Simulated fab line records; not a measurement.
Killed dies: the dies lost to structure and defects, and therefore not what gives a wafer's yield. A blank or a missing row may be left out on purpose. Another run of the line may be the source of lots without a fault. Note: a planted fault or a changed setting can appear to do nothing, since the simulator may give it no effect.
Struck lot and sound lot, side by side ; flow nand-harc ; 13 out of 1302 route steps
Sound: the wafers L799.3, L799.5, L799.6. Struck: wafers L812.2, L812.6. (L812.5 of the same lot was not struck and is left out.) The cause comes at the end.
Order at every step that has rows: each side's tool, ch and its chambers, its first start. Under that, the readings that differ: sound wafers ; struck wafers ; difference of the means ; sigmas: that difference in standard deviations of wafers without a fault.
alike: readings with means less than 2 such deviations apart, plus words and numbers identical on both sides. not compared: withheld readings, readings lacking a value on some wafer, bounds such as >300 that could conceal the same value, and numbers that have no deviation in the record and whose values overlap.
The two part at a step that has a row with sigmas, a row that says differs or no value, or rows on one side only. When numbers do not overlap yet have no deviation, they are printed without sigmas and do not part them. A reading that every wafer of one side lacks parts them only if that side has two wafers or more.

NHARC_A_SLIT_ETCH_26: etches the open film in C4F8/O2/Ar, time 90 s, target depth 400 nm.
  sound on har-etch-01 ch 0,1, day 22 01:35; struck on har-etch-02 ch 0, day 29 09:49
  alike: drypump-motor-current-A, showerhead-plenum-p-Torr, throttle-valve-pct
  not compared: rf-hours-counter-h
then, 1 step without rows for these wafers: NHARC_A_SLIT_STRIP_28 (strips in O2/COS).
NHARC_A_SLIT_ETCH_29: etches the open film in CF4/O2, target depth 100 nm, overetch 10 nm, time 55 s.
  sound on rie-diel-11 ch 1,2,3, day 22 02:25; struck on rie-diel-11 ch 1, day 29 10:43
  alike: drypump-motor-current-A, oes_f_703_au, oes-product-au, rf-vpp-V, showerhead-plenum-p-Torr, throttle-valve-pct
  not compared: rf-hours-counter-h
NHARC_A_SLIT_STRIP_18: strips in O2.
  sound on rie-diel-11 ch 2,3; struck on rie-diel-11 ch 1
reading;sound;struck;difference;sigmas
rf-vpp-V (V);57.9 56.2 57.7;59.6 58.8;+1.9;+2
  alike: drypump-motor-current-A, oes-product-au, showerhead-plenum-p-Torr, throttle-valve-pct
  not compared: rf-hours-counter-h
then, 2 steps without rows for these wafers: NHARC_A_SLIT_PRECLEAN_19 (cleans in SC1); NHARC_A_SLIT_SRD_20.
NHARC_A_SLIT_CD_MEAS_21:
  struck on cd-sem-01, day 29 11:15; sound on cd-sem-03, day 22 02:56
  alike: cd-nm
then, 3 steps without rows for these wafers: NHARC_A_SIN_REMOVE_WET_00 (chemistry H3PO4, time 15300 s); NHARC_A_SIN_REMOVE_PRECLEAN_01 (cleans in SC1); NHARC_A_SIN_REMOVE_SRD_02.
NHARC_A_SIN_REMOVE_INSPECT_04:
  struck on defect-inspect-02, day 29 17:52; sound on defect-inspect-02, day 22 09:30
  alike: raw-defect-count
NHARC_A_WL_FILL_ALD_00: deposits Al2O3, target thk 3 nm, pulse time 3 s, ald cycles 30.
  sound on ald-hk-04 ch 1,2, day 22 09:34; struck on ald-hk-02 ch 0,3, day 29 17:57
reading;sound;struck;difference;sigmas
ald-cycles;30 30 30;25 25;-5;
  alike: heater-power-outer-w, heater-power-w, precursor-pulse-height-rel
NHARC_A_WL_FILL_RTA_01: time 5 s.
  sound on rtp-anneal-01 ch 0, day 22 09:53; struck on rtp-anneal-01 ch 0, day 29 18:13
  alike: lamp-power-pct, lamp_zone_1_pct, lamp_zone_3_pct, lamp_zone_7_pct, wafer_temp_C_max

== WHERE THEY PART ==
Only at NHARC_A_SLIT_STRIP_18, within this record. Later steps at which nothing parts them and some readings are alike: NHARC_A_SLIT_CD_MEAS_21, NHARC_A_SIN_REMOVE_INSPECT_04, NHARC_A_WL_FILL_ALD_00, NHARC_A_WL_FILL_RTA_01.

WHY: what the simulator had put in
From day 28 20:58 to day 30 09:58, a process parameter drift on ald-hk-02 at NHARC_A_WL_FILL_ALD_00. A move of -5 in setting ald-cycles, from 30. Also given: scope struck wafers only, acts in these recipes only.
